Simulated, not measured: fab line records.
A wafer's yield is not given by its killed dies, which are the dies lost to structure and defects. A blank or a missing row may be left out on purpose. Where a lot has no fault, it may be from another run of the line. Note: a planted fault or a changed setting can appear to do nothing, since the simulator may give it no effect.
8D (eight disciplines) problem report, filled in by code :: flow n5-finfet :: the parts of the form that need people (team, actions taken, sign-off) are left out

== 1. PROBLEM STATEMENT ==
bias-w at N5_BEOL_M10_VIA_ETCH_34 reads a mean of 202.3 W on 3 wafers of 3 lots; wafers without a fault read 185.1 W with a standard deviation of 0.54. Measured from the usual mean, that is +32 standard deviations.
The step: etches SiCOH lowk in C4F6/O2, target depth 184.5 nm, time 69.2 s.
First observed at day 14 09:35: wafer L276.4, on rie-diel-04. At this step, 21 wafers from 7 lots have a number in the record. By rule, "out" or "out of limits" means more than 4 standard deviations away from the usual mean. The rest of the wafers with a number are treated as sound.

== 2. WHAT IT IS, AND WHAT IT ISN'T ==
question: which readings at this step
is: bias-w, rf-vpp-V
is not: drypump-motor-current-A, oes-product-au, showerhead-plenum-p-Torr, throttle-valve-pct

question: which lots
is: L276, L277, L279
is not: L259, L260, L268, L269

question: which wafers of those lots
is: L276.4, L277.1, L279.3
is not: L276.1, L276.5, L277.5, L277.6, L279.5, L279.6

question: read on which tools
is: rie-diel-04
is not: rie-diel-02, rie-diel-05

question: when
is: from day 14 09:35
is not: up to then (14 sound wafers); but 4 sound wafers of L277, L279 came after

== 3. WHAT RULES OUT EACH SUSPECT ==
Counting: any tool at a process step up to the reading remains a suspect provided it ran every lot that is out. Sound lots after the first of them don't rule it out here, since some wafers of a struck lot are sound.
- rie-diel-04 at N5_BEOL_M10_DESCUM_33 (chemistry O2, time 7.9 s): kept. It processed each lot that is out (first: L276, day 14 09:22); up to then, its last sound lot is L259 (day 10 09:22).
- rie-diel-04 at N5_BEOL_M10_ETCH_65 (etches SiARC in CF4, target depth 39 nm, time 65 s): kept. It processed each lot that is out (first: L276, day 14 09:25); up to then, its last sound lot is L259 (day 10 09:24).
- rie-diel-04 at N5_BEOL_M10_ETCH_66 (etches SOC in N2/H2, target depth 120 nm, overetch 24 nm, time 180 s): kept. It processed each lot that is out (first: L276, day 14 09:28); up to then, its last sound lot is L259 (day 10 09:27).
- rie-diel-04 at N5_BEOL_M10_VIA_ETCH_34 (etches SiCOH lowk in C4F6/O2, target depth 184.5 nm, time 69.2 s): kept. It processed each lot that is out (first: L276, day 14 09:35); up to then, its last sound lot is L259 (day 10 09:35). Its own readings are out on those wafers: bias-w, rf-vpp-V.
- Within rie-diel-04 at N5_BEOL_M10_DESCUM_33: the wafers that are out ran in chamber 0; their sound lot-mates ran in chambers 1, 2, 3.
- Within rie-diel-04 at N5_BEOL_M10_ETCH_65: the wafers that are out ran in chamber 0; their sound lot-mates ran in chambers 1, 2, 3.
- Within rie-diel-04 at N5_BEOL_M10_ETCH_66: the wafers that are out ran in chamber 0; their sound lot-mates ran in chambers 1, 2, 3.
- Within rie-diel-04 at N5_BEOL_M10_VIA_ETCH_34: the wafers that are out ran in chamber 0; their sound lot-mates ran in chambers 1, 2, 3.
Left after counting: rie-diel-04 at N5_BEOL_M10_DESCUM_33, rie-diel-04 at N5_BEOL_M10_ETCH_65, rie-diel-04 at N5_BEOL_M10_ETCH_66, rie-diel-04 at N5_BEOL_M10_VIA_ETCH_34.

== 4. THE CAUSE (what the simulator had put in) ==
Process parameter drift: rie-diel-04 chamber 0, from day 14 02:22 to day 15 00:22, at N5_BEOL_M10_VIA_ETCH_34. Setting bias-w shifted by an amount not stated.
After counting, 4 suspects remain, this tool included.

== 5. THE CHAIN OF EFFECTS, in route order ==
Each row: a reading where the mean over the struck wafers with a number is more than 3 standard deviations away from the usual. Readings are gone through only where the record gives a usual standard deviation; hours: the median, over the lots, of the time from a lot's start at the first step in this table giving one to that lot's start at this step; sigmas: the change measured in usual standard deviations.
hours: 0
step: N5_BEOL_M10_VIA_ETCH_34
reading: bias-w
usual: 185.1 W
on struck wafers: 202.3
change: +17.2
sigmas: +32

hours: 0
step: N5_BEOL_M10_VIA_ETCH_34
reading: rf-vpp-V
usual: 661 V
on struck wafers: 712
change: +51
sigmas: +4.2
Its process steps:
- N5_BEOL_M10_VIA_ETCH_34: etches SiCOH lowk in C4F6/O2, target depth 184.5 nm, time 69.2 s.

== 6. HOW IT WOULD HAVE BEEN CAUGHT EARLIER ==
First out-of-limits reading in this record: day 14 09:35, which is 7 hours after fault onset at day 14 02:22.
